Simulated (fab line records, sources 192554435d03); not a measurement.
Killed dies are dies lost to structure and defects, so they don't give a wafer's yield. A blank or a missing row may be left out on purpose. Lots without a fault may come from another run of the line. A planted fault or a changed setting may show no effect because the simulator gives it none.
A struck lot beside a sound one | flow n5_finfet | 15 steps out of a route of 1938
Sound: wafers L476.1, L476.2, L476.4. Struck: wafers L489.2, L489.3, L489.6. The cause comes at the end.
At each step with rows: each side's tool, then ch and its chambers, then its first start. Under that, the readings that differ: sound wafers | struck wafers | difference of the means | sigmas: that difference in standard deviations of wafers without a fault.
alike: readings whose means differ by less than 2 such deviations, and words and numbers that are the same on both sides. not compared: withheld readings, readings that some wafer has no value for, bounds like >300 that may hide the same value, and numbers for which the record gives no deviation and whose values overlap.
The two part at a step that has a row with sigmas, a row that says differs or no value, or rows on one side only. Numbers that don't overlap but have no deviation are shown without sigmas and don't part them. A reading that every wafer of one side lacks parts them only if that side has two wafers or more.

first, 1 step without rows for these wafers: N5_BEOL_M15_HARDBAKE_14 (time 120 s).
N5_BEOL_M15_CD_MEAS_10: target cd 360 nm.
  sound on cd_sem-01 ch 0, day 12 20:34; struck on cd_sem-02 ch 0, day 16 13:37
  alike: cd_nm
N5_BEOL_M15_OVL_MEAS_11:
  sound on overlay-02 ch 0, day 12 20:36; struck on overlay-02 ch 0, day 16 13:38
  alike: V14_OVL
N5_BEOL_M15_INSPECT_12: inspects for defects (macro).
  sound on defect_inspect-02, day 12 20:37; struck on defect_inspect-01, day 16 13:40
  alike: raw_defect_count
N5_BEOL_M15_DESCUM_15: chemistry O2, time 7.9 s.
  sound on rie_diel-02 ch 0,2, day 12 20:44; struck on rie_diel-01 ch 0,1,2, day 16 13:42
  alike: drypump_motor_current_A, oes_product_au, rf_vpp_V, showerhead_plenum_p_Torr, throttle_valve_pct
  not compared: rf_hours_counter_h
N5_BEOL_M15_ETCH_59: etches BARC in N2/H2, target depth 89 nm, overetch 26.7 nm, time 67.9 s.
  sound on rie_diel-02 ch 0,2, day 12 20:46; struck on rie_diel-01 ch 0,1,2, day 16 13:44
  alike: bias_w, drypump_motor_current_A, oes_product_au, rf_vpp_V, showerhead_plenum_p_Torr, throttle_valve_pct
  not compared: rf_hours_counter_h
N5_BEOL_M15_VIA_ETCH_16: etches SiO2 in C4F8/O2/Ar, target depth 1792.2 nm.
  sound on rie_diel-02 ch 0,2, day 12 20:49; struck on rie_diel-01 ch 0,1,2, day 16 13:47
  alike: C4F8_flow_sccm, bias_w, drypump_motor_current_A, he_outer_torr, oes_product_au, rf_vpp_V, showerhead_plenum_p_Torr, throttle_valve_pct
N5_BEOL_M15_STRIP_63: strips in O2.
  sound on rie_diel-02 ch 0,2; struck on rie_diel-01 ch 0,1,2
  alike: drypump_motor_current_A, oes_product_au, rf_vpp_V, showerhead_plenum_p_Torr, throttle_valve_pct
  not compared: rf_hours_counter_h
N5_BEOL_M15_STRIP_64: strips in O2.
  sound on rie_diel-02 ch 0,2; struck on rie_diel-01 ch 0,1,2
  alike: drypump_motor_current_A, oes_product_au, rf_vpp_V, showerhead_plenum_p_Torr, throttle_valve_pct
  not compared: rf_hours_counter_h
then, 2 steps without rows for these wafers: N5_BEOL_M15_STRIP_65 (strips in post etch residue remover, time 60 s); N5_BEOL_M15_SRD_66 (time 30 s, dry time 30 s).
N5_BEOL_M15_CD_MEAS_17: target cd 360 nm.
  sound on cd_sem-03, day 12 21:13; struck on cd_sem-03, day 16 14:12
  alike: cd_nm
N5_BEOL_M15_COAT_56: time 60 s, resist thk 550 nm.
  sound on litho_track-05 ch 0, day 12 21:16; struck on litho_track-04 ch 0, day 16 14:14
  reading                                   | sound                | struck               | difference | sigmas
  spin_speed_rpm (rpm)                      | 1499.9 1500.1 1499.9 | 1297.1 1298.0 1297.2 | -202.5     | -99 or more
  model.SOC_of_BEOL_M15_COAT_56.thk_nm (nm) | 548.8 549.2 547.6    | 594 593.2 593.2      | +45        |
then, 1 step without rows for these wafers: N5_BEOL_M15_ETCH_57 (etches SOC in N2/H2, time 750 s).
N5_PASSIVATION_PROBE_49:
  sound on prober-02, day 13 23:02; struck on prober-01, day 17 14:26
  alike: defect_limited_yield, killed_at_M0_to_M3, killed_at_M4_up, killed_at_contacts, killed_at_front_end, killed_at_other, killed_dies, killed_open, killed_short, sort_bin_5_function, sort_bin_6_memory, sort_bin_8_speed, sort_n_pass, sort_yield_pct

WHERE THEY PART
Only at N5_BEOL_M15_COAT_56, within this record. Later steps at which nothing parts them and some readings are alike: N5_PASSIVATION_PROBE_49.

WHY: what the simulator had put in
Process parameter drift: litho_track-04, from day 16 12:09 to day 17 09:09, at N5_BEOL_M15_COAT_56. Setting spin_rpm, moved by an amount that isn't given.
